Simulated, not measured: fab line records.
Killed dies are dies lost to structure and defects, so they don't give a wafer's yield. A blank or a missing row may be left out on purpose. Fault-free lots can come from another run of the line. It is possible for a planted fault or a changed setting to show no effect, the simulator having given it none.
Which tool did it? + flow n5_finfet + 6 lots with 15 wafers sampled at 2 steps, on a route of 1938 steps

== WHAT THE GAUGES SHOWED, per wafer ==
N5_WELL_APT_OVL_MEAS_26.
| lot  | measured    | on         | PWELL_OVL (nm) |
|------|-------------|------------|----------------|
| L332 | day 2 03:10 | overlay-02 | 9 20           |
| L336 | day 3 02:44 | overlay-02 | 4 7 7          |
| L345 | day 5 09:05 | overlay-02 | 6 6            |
| L347 | day 5 21:00 | overlay-01 | 1 -6 -1        |
| L349 | day 6 09:32 | overlay-02 | -1 6           |
| L353 | day 7 09:17 | overlay-02 | 7 5 -4         |

== WHAT TOOL EACH LOT RAN ON (gives the tool, then ch and the chambers of the sampled wafers, and finally the start) ==
| lot  | N5_WELL_APT_DESCUM_13             |
|------|-----------------------------------|
| L332 | rie_diel-01 ch 2,3, day 2 02:05   |
| L336 | rie_diel-05 ch 0,1,2, day 3 01:40 |
| L345 | rie_diel-05 ch 0,2, day 5 07:53   |
| L347 | rie_diel-05 ch 2,3, day 5 19:55   |
| L349 | rie_diel-05 ch 0,3, day 6 08:19   |
| L353 | rie_diel-04 ch 1,2, day 7 08:04   |
- N5_WELL_APT_DESCUM_13: chemistry O2, time 7.9 s.

== THE ANSWER, worked out from the rows above alone ==
Rule: the usual values come from the lots themselves. Put in order of their means at a reading, lots are off if they are a third of the lots or fewer, leave a main group of 4 or more, and stand apart from it by a gap of 3 or more times the standard deviation of the main group's means; of several such gaps the widest counts. Not used: any main group whose means are identical at the precision the tables above print for the reading. Also off: a lot with no number at a reading for which 4 or more lots have one. Where the step has rows for the other lots, those lots are counted as sound.
No lot is off at any reading shown: from this, nothing can be told.

== WHAT HAD BEEN PUT IN BY THE SIMULATOR ==
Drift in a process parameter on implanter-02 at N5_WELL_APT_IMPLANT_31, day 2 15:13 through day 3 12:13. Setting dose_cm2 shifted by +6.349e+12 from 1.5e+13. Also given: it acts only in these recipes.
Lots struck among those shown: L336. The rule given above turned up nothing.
